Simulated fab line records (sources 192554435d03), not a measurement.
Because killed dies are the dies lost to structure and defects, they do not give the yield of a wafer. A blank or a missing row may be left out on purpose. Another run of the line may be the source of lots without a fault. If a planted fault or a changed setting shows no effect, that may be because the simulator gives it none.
Lot-split experiment + flow n5_finfet + 39 wafers read from 7 lots, route of 1938 steps

## THE SPLIT ITSELF
At N5_BEOL_M8_TRENCH_ETCH_37 (etches SiCOH lowk in C4F6/O2, target depth 93.478 nm, time 31.2 s), the setting time_s was moved away from the recipe's 31.2 s on 9 of the 39 wafers read, by -47.4% to +55.6%. For the rest of the wafers, this setting stayed at what the recipe calls for.

## FROM THE SPLIT TO THE READING: what the file shows between them, 8 steps
- N5_BEOL_M8_ETCH_41: etches SiCN in CH3F/O2, target depth 31.9 nm, time 57.8 s
- N5_BEOL_M8_STRIP_80: strips in N2/H2, time 10 s
- N5_BEOL_M8_OCD_MEAS_38
- N5_BEOL_M8_HM_STRIP_39: strips TiN in peroxide tin strip, target depth 25 nm, time 158 s
- N5_BEOL_M8_SRD_40: time 30 s
- N5_BEOL_M8_ECD_50: material Cu, target thk 300 nm
- N5_BEOL_M8_ANNEAL_51: time 90 s
- N5_BEOL_M8_CMP_52: polishes, stops on SiCOH lowk, t overpolish 6.9 s, target thk 80 nm

## THE READING
M8_THK, in nm, at N5_BEOL_M8_THK_MEAS_53 (measures by xrf). Typical for fault-free wafers on this fab line: 78.9 nm, with standard deviation 1.6 nm.

| wafer  | tool, chamber at the split | time_s as run, s | against the recipe | M8_THK, nm | against lot-mates on the recipe |
|--------|----------------------------|------------------|--------------------|------------|---------------------------------|
| L074.1 | rie_diel-03, 2             | 31.2             | recipe             | 79.1       | -                               |
| L074.2 | rie_diel-03, 1             | 31.2             | recipe             | 75.7       | -                               |
| L074.3 | rie_diel-03, 0             | 31.2             | recipe             | 79.6       | -                               |
| L074.4 | rie_diel-03, 3             | 31.2             | recipe             | 79.9       | -                               |
| L074.5 | rie_diel-03, 2             | 31.2             | recipe             | 78.5       | -                               |
| L074.6 | rie_diel-03, 3             | 31.2             | recipe             | 80.0       | -                               |
| L082.1 | rie_diel-04, 3             | 31.2             | recipe             | 79.2       | -                               |
| L082.2 | rie_diel-04, 2             | 31.2             | recipe             | 79.9       | -                               |
| L082.4 | rie_diel-04, 1             | 31.2             | recipe             | 79.9       | -                               |
| L085.1 | rie_diel-03, 1             | 31.2             | recipe             | 80.9       | -                               |
| L085.2 | rie_diel-03, 3             | 31.2             | recipe             | 79.9       | -                               |
| L085.3 | rie_diel-03, 0             | 31.2             | recipe             | 79.1       | -                               |
| L085.4 | rie_diel-03, 2             | 31.2             | recipe             | 79.3       | -                               |
| L085.5 | rie_diel-03, 0             | 31.2             | recipe             | 78.8       | -                               |
| L085.6 | rie_diel-03, 3             | 31.2             | recipe             | 79.2       | -                               |
| L090.1 | rie_diel-04, 1             | 38.65            | +23.9%             | 103.2      | +22.5                           |
| L090.2 | rie_diel-04, 0             | 31.2             | recipe             | 81.5       | -                               |
| L090.3 | rie_diel-04, 2             | 38.65            | +23.9%             | 101.0      | +20.3                           |
| L090.4 | rie_diel-04, 3             | 38.65            | +23.9%             | 103.7      | +23.0                           |
| L090.5 | rie_diel-04, 1             | 31.2             | recipe             | 80.7       | -                               |
| L090.6 | rie_diel-04, 0             | 31.2             | recipe             | 80.0       | -                               |
| L091.1 | rie_diel-06, 3             | 31.2             | recipe             | 76.3       | -                               |
| L091.2 | rie_diel-06, 1             | 31.2             | recipe             | 79.8       | -                               |
| L091.3 | rie_diel-06, 2             | 31.2             | recipe             | 79.4       | -                               |
| L091.4 | rie_diel-06, 1             | 31.2             | recipe             | 79.7       | -                               |
| L091.5 | rie_diel-06, 2             | 31.2             | recipe             | 77.8       | -                               |
| L091.6 | rie_diel-06, 3             | 31.2             | recipe             | 76.7       | -                               |
| L095.1 | rie_diel-06, 1             | 31.2             | recipe             | 79.8       | -                               |
| L095.2 | rie_diel-06, 3             | 31.2             | recipe             | 81.8       | -                               |
| L095.3 | rie_diel-06, 2             | 48.54            | +55.6%             | 131.3      | +50.2                           |
| L095.4 | rie_diel-06, 2             | 48.54            | +55.6%             | 131.0      | +49.9                           |
| L095.5 | rie_diel-06, 1             | 48.54            | +55.6%             | 128.9      | +47.8                           |
| L095.6 | rie_diel-06, 3             | 31.2             | recipe             | 81.7       | -                               |
| L097.1 | rie_diel-06, 3             | 16.4             | -47.4%             | 36.0       | -42.8                           |
| L097.2 | rie_diel-06, 1             | 31.2             | recipe             | 77.9       | -                               |
| L097.3 | rie_diel-06, 2             | 31.2             | recipe             | 78.7       | -                               |
| L097.4 | rie_diel-06, 1             | 31.2             | recipe             | 79.7       | -                               |
| L097.5 | rie_diel-06, 2             | 16.4             | -47.4%             | 35.0       | -43.8                           |
| L097.6 | rie_diel-06, 3             | 16.4             | -47.4%             | 36.4       | -42.4                           |

THE FIT
A straight line over all 39 wafers: M8_THK changes by +0.923 nm for each +1% of time_s; r = +1.00; the points scatter about the line by 1.4 nm.
The same after taking each lot's own level away (the mean of its wafers on the recipe; 39 wafers): +0.897 nm for each +1%; r = +1.00; scatter 1.1 nm.
That fit puts the effect of the largest move of time_s on the reading at 50 nm.
Across the lots, their own levels run from 78.28 to 81.10 nm, a range of 1.8 times the standard deviation given above.
The two slopes are in agreement: the lot-to-lot level therefore moves the slope only a little.
Check: +49.7 nm against its lot-mates is what the line predicts for one of the wafers moved furthest among these (+55.6%) when that wafer is left out of the fit. It came out at +50.2 nm against them.

## THE WHOLE CHAIN: every reading that the file lists as answering this split, in the file's order
| step                      | what it does                                                        | reading                                                                          | change (the file's fit)                                                              | r (the file's) |
|---------------------------|---------------------------------------------------------------------|----------------------------------------------------------------------------------|--------------------------------------------------------------------------------------|----------------|
| N5_BEOL_M8_TRENCH_ETCH_37 | etches SiCOH lowk in C4F6/O2, target depth 93.478 nm, time 31.2 s   | BEOL_M8.feature_depth_nm (the simulator's own value, which no gauge read)        | +0.918 nm for each +1% of the setting                                                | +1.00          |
| N5_BEOL_M8_TRENCH_ETCH_37 | etches SiCOH lowk in C4F6/O2, target depth 93.478 nm, time 31.2 s   | etch.depth_nm (the simulator's own value, which no gauge read)                   | +0.917 nm for each +1% of the setting                                                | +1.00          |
| N5_BEOL_M8_TRENCH_ETCH_37 | etches SiCOH lowk in C4F6/O2, target depth 93.478 nm, time 31.2 s   | TiN_of_BEOL_M8_HM_DEP_02.thk_nm (the simulator's own value, which no gauge read) | -0.0248 nm for each +1% of the setting                                               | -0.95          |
| N5_BEOL_M8_OCD_MEAS_38    |                                                                     | trench_depth_nm                                                                  | +0.917 nm for each +1% of the setting                                                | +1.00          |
| N5_BEOL_M8_CMP_52         | polishes, stops on SiCOH lowk, t overpolish 6.9 s, target thk 80 nm | Cu_of_BEOL_M8_ECD_50.thk_nm (the simulator's own value, which no gauge read)     | +0.899 nm for each +1% of the setting                                                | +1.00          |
| N5_BEOL_M8_THK_MEAS_53    | measures by xrf                                                     | M8_THK                                                                           | +0.898 for each +1% of the setting                                                   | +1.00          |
| N5_BEOL_M8_RS_MEAS_57     | measures by four-point-probe                                        | M8_RS                                                                            | not straight: 0.771 at the lowest setting, 0.286 at the recipe, 0.164 at the highest | not given      |

## FILE'S OWN FIT
M8_THK changes by +0.898 nm for each +1% of time_s, r = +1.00.
